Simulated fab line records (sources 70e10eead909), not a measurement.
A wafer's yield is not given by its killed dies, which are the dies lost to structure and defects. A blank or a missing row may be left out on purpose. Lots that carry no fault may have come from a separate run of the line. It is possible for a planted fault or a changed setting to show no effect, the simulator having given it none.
Which tool did it?    flow nand_harc    Sampling: 12 lots, 36 wafers, 6 of 1302 route steps

WHAT THE GAUGES SHOWED, per wafer
NHARC_A_ONON_D2_THK_MEAS_05: measures by ellipsometry.
lot   measured      on             thk_nm (nm)
L141  day 12 07:24  film_metro-02  998 999 997
L142  day 12 17:08  film_metro-02  988 988 987
L143  day 13 09:32  film_metro-02  982 982 982
L144  day 13 21:51  film_metro-02  997 994 996
L145  day 13 21:51  film_metro-01  1000 1000 1001
L146  day 14 14:46  film_metro-01  1005 1005 1004
L147  day 14 14:47  film_metro-02  1009 1006 1011
L149  day 15 21:38  film_metro-01  1015 1014 1015
L156  day 18 13:43  film_metro-02  1575 1574 1575
L157  day 19 10:29  film_metro-01  1581 1580 1584
L161  day 20 21:18  film_metro-02  979 978 979
L162  day 21 05:40  film_metro-02  992 992 992

NHARC_END_SORT_01.
lot   measured      on         killed_at_array  killed_at_other  killed_at_periphery  killed_dies  killed_open  killed_short
L156  day 29 22:02  prober-02  676 672 670      1 0 0            0 5 7                677 677 677  5 3 4        1 2 1
L157  day 31 15:04  prober-02  673 674 672      2 0 0            2 3 5                677 677 677  5 3 4        2 1 2

EACH LOT AND THE TOOL THAT RAN IT (in order: tool; ch and the chambers of the sampled wafers; start)
lot   NHARC_A_CHANNEL_FILL_D1_ETCHBACK_19  NHARC_A_DECK1_JOINT_ETCHBACK_07   NHARC_A_DECK1_JOINT_CMP_02     NHARC_A_ONON_D2_DEP_03
L141  rie_si-04 ch 1,2, day 9 14:49        rie_si-02 ch 0,3, day 10 14:39    cmp-03 ch 0,1,3, day 12 05:36  pecvd_onon-04 ch 0, day 12 07:00
L142  rie_si-03 ch 0,2,3, day 10 01:10     rie_si-02 ch 0,1,3, day 11 02:10  cmp-04 ch 0,2,3, day 12 15:19  pecvd_onon-02 ch 0, day 12 16:38
L143  rie_si-05 ch 1,2,3, day 10 18:06     rie_si-06 ch 1,2, day 11 18:37    cmp-03 ch 0,1,2, day 13 07:43  pecvd_onon-04 ch 0, day 13 09:05
L144  rie_si-05 ch 1,2, day 11 07:29       rie_si-01 ch 0,1, day 12 08:11    cmp-02 ch 1,2,3, day 13 20:03  pecvd_onon-01 ch 0, day 13 21:20
L145  rie_si-04 ch 1,2, day 11 07:29       rie_si-06 ch 0,1,3, day 12 08:12  cmp-03 ch 1,3, day 13 20:00    pecvd_onon-04 ch 0, day 13 21:20
L146  rie_si-03 ch 0,2,3, day 12 04:25     rie_si-01 ch 2,3, day 13 04:04    cmp-03 ch 0,3, day 14 12:55    pecvd_onon-04 ch 0, day 14 14:18
L147  rie_si-04 ch 0,1, day 12 04:26       rie_si-06 ch 0,3, day 13 04:04    cmp-02 ch 2,3, day 14 12:55    pecvd_onon-02 ch 0, day 14 14:23
L149  rie_si-05 ch 0,3, day 13 10:38       rie_si-02 ch 0,2,3, day 14 10:43  cmp-03 ch 0,3, day 15 19:48    pecvd_onon-02 ch 0, day 15 21:12
L156  rie_si-03 ch 0,1,3, day 16 01:06     rie_si-01 ch 1,2, day 17 00:47    cmp-04 ch 0,1, day 18 11:42    pecvd_onon-02 ch 0, day 18 13:19
L157  rie_si-03 ch 0,1,2, day 16 21:25     rie_si-06 ch 2,3, day 17 21:15    cmp-04 ch 0,1, day 19 08:31    pecvd_onon-02 ch 0, day 19 09:58
L161  rie_si-04 ch 1,2, day 18 07:49       rie_si-02 ch 0,3, day 19 07:46    cmp-04 ch 0,3, day 20 19:26    pecvd_onon-01 ch 0, day 20 20:51
L162  rie_si-04 ch 0,1, day 18 17:10       rie_si-01 ch 0,2,3, day 19 17:26  cmp-02 ch 2,3, day 21 03:50    pecvd_onon-01 ch 0, day 21 05:16
- NHARC_A_CHANNEL_FILL_D1_ETCHBACK_19: etches the open film in HBr/Cl2, target depth 5 nm, time 1.7 s.
- NHARC_A_DECK1_JOINT_ETCHBACK_07: etches the open film in HBr, target depth 105 nm, time 26.9 s.
- NHARC_A_DECK1_JOINT_CMP_02: polishes SiOx.
- NHARC_A_ONON_D2_DEP_03: target thk 1000 nm.

WHAT THE TOOLS THEMSELVES READ (means of the sampled wafers that have a number; where no wafer has one, the mark that the record gives instead)
NHARC_A_CHANNEL_FILL_D1_ETCHBACK_19.
lot   tool       drypump_motor_current_A (A)  he_backside_leak_sccm (sccm)  oes_product_au (a.u.)  throttle_valve_pct (%)
L141  rie_si-04  5.6                          2.73                          1.010                  26.404
L142  rie_si-03  5.6                          2.62                          0.997                  26.412
L143  rie_si-05  6.1                          2.82                          1.005                  26.399
L144  rie_si-05  6.3                          2.86                          1.002                  26.404
L145  rie_si-04  5.6                          2.56                          1.010                  26.406
L146  rie_si-03  5.6                          3.08                          1.008                  26.407
L147  rie_si-04  5.5                          2.68                          1.014                  26.408
L149  rie_si-05  5.6                          2.57                          0.992                  26.399
L156  rie_si-03  5.5                          2.61                          1.009                  26.393
L157  rie_si-03  5.2                          2.74                          1.005                  26.405
L161  rie_si-04  5.6                          2.72                          0.997                  26.409
L162  rie_si-04  5.5                          2.63                          1.002                  26.406

NHARC_A_DECK1_JOINT_ETCHBACK_07.
lot   tool       drypump_motor_current_A (A)  he_backside_leak_sccm (sccm)  oes_product_au (a.u.)  throttle_valve_pct (%)
L141  rie_si-02  6.2                          2.53                          0.988                  23.265
L142  rie_si-02  6.1                          2.58                          1.002                  23.266
L143  rie_si-06  6.2                          2.43                          1.014                  23.265
L144  rie_si-01  5.7                          2.71                          1.003                  23.269
L145  rie_si-06  5.6                          2.69                          1.000                  23.266
L146  rie_si-01  4.8                          2.82                          1.002                  23.272
L147  rie_si-06  5.2                          2.75                          1.000                  23.265
L149  rie_si-02  6.1                          2.62                          1.000                  23.267
L156  rie_si-01  5.2                          2.69                          0.995                  23.259
L157  rie_si-06  5.5                          2.54                          0.991                  23.265
L161  rie_si-02  6.4                          2.41                          0.995                  23.263
L162  rie_si-01  5.2                          2.77                          1.003                  23.259

NHARC_A_DECK1_JOINT_CMP_02.
lot   tool    motor_current_A (A)
L141  cmp-03  11.6
L142  cmp-04  11.4
L143  cmp-03  12.1
L144  cmp-02  12.9
L145  cmp-03  11.1
L146  cmp-03  12.1
L147  cmp-02  12.2
L149  cmp-03  12.0
L156  cmp-04  11.0
L157  cmp-04  10.7
L161  cmp-04  11.5
L162  cmp-02  12.5

NHARC_A_ONON_D2_DEP_03.
lot   tool           n2_flow_sccm (sccm)  nh3_flow_sccm (sccm)
L141  pecvd_onon-04  2752                 499.9
L142  pecvd_onon-02  2753                 501.2
L143  pecvd_onon-04  2742                 501.4
L144  pecvd_onon-01  2741                 501.6
L145  pecvd_onon-04  2757                 500.5
L146  pecvd_onon-04  2751                 499.7
L147  pecvd_onon-02  2749                 501.2
L149  pecvd_onon-02  2746                 499.4
L156  pecvd_onon-02  2752                 500.4
L157  pecvd_onon-02  2758                 499.4
L161  pecvd_onon-01  2757                 499.5
L162  pecvd_onon-01  2745                 498.9

THE ANSWER, worked out from the rows above alone
Rule: usual is defined by the lots themselves. The widest of any qualifying gaps counts: lots, ordered by their means at a reading, are off when they make up no more than a third of the lots, leave a main group of 4 or more, and stand apart from it by 3 or more times the standard deviation of that group's means. Not used: any main group whose means are identical at the precision the tables above print for the reading. Also off: a lot with no number at a reading for which 4 or more lots have one. Any other lot the step has rows for is counted as sound. First the gauges in route order, then the tools' own readings, where a lot's mean is used as printed above. The first step at which some lot is off is used, and at that step the reading that is off furthest; a lot without a number counts as furthest.
Off: L156, L157 (NHARC_A_ONON_D2_THK_MEAS_05, thk_nm). Mean 996 nm and standard deviation 11 in the main group.
A tool fits if, at a process step before that reading, it ran every lot that is off, and no sound lot after the first of them. Those tools and the gauges at NHARC_A_ONON_D2_THK_MEAS_05 are tried in the same way. 2 tools fit, rie_si-03 at NHARC_A_CHANNEL_FILL_D1_ETCHBACK_19 and pecvd_onon-02 at NHARC_A_ONON_D2_DEP_03, so this cannot tell which one it is.

WHAT HAD BEEN PUT IN BY THE SIMULATOR
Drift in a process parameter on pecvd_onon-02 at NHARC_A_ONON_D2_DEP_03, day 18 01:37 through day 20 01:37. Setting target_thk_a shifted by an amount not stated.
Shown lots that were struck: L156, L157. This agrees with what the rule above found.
